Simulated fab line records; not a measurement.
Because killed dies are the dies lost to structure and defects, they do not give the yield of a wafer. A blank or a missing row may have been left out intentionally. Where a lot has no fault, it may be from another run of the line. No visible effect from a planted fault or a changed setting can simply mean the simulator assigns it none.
The tool behind it: which one?	flow n5 finfet	Sampling: 11 lots, 33 wafers, 2 of 1938 route steps

WHAT THE GAUGES READ, wafer by wafer
N5_BEOL_M15_INSPECT_55: inspects for defects (darkfield).
lot	measured	on	raw defect count
L240	day 12 07:10	defect inspect-01	78 46 58
L244	day 13 02:47	defect inspect-02	93 105 175
L245	day 13 11:30	defect inspect-01	75 98 82
L249	day 14 20:31	defect inspect-02	15 26 43
L250	day 14 22:17	defect inspect-02	93 102 76
L252	day 15 09:58	defect inspect-02	81 149 78
L254	day 16 00:22	defect inspect-02	50 129 66
L255	day 16 00:41	defect inspect-01	58 89 32
L256	day 16 03:31	defect inspect-01	69 107 72
L262	day 17 03:21	defect inspect-01	67 28 59
L260	day 17 07:38	defect inspect-02	101 86 41

TOOL THAT RAN EACH LOT (tool first, then ch and the chambers of the sampled wafers, then the start)
lot	N5_BEOL_M15_ANNEAL_48
L240	rtp anneal-01 ch 0, day 12 06:25
L244	rtp anneal-01 ch 0, day 13 02:02
L245	rtp anneal-02 ch 0, day 13 10:50
L249	rtp anneal-01 ch 0, day 14 19:49
L250	rtp anneal-01 ch 0, day 14 21:32
L252	rtp anneal-02 ch 0, day 15 09:13
L254	rtp anneal-02 ch 0, day 15 23:37
L255	rtp anneal-01 ch 0, day 16 00:04
L256	rtp anneal-02 ch 0, day 16 02:49
L262	rtp anneal-01 ch 0, day 17 02:41
L260	rtp anneal-02 ch 0, day 17 06:56
- N5_BEOL_M15_ANNEAL_48: time 90 s.

THE ANSWER, worked out from the rows above alone
Rule: usual is defined by the lots themselves. The widest of any qualifying gaps counts: lots, ordered by their means at a reading, are off when they make up no more than a third of the lots, leave a main group of 4 or more, and stand apart from it by 3 or more times the standard deviation of that group's means. A main group whose means are all the same, to the digits that the tables above print for the reading, isn't used. A lot without any number at a reading at which 4 lots or more have one is off too. The other lots that the step has rows for count as sound.
Across all readings shown, no lot is off: no conclusion can be drawn from this.

WHAT WAS PUT IN BY THE SIMULATOR
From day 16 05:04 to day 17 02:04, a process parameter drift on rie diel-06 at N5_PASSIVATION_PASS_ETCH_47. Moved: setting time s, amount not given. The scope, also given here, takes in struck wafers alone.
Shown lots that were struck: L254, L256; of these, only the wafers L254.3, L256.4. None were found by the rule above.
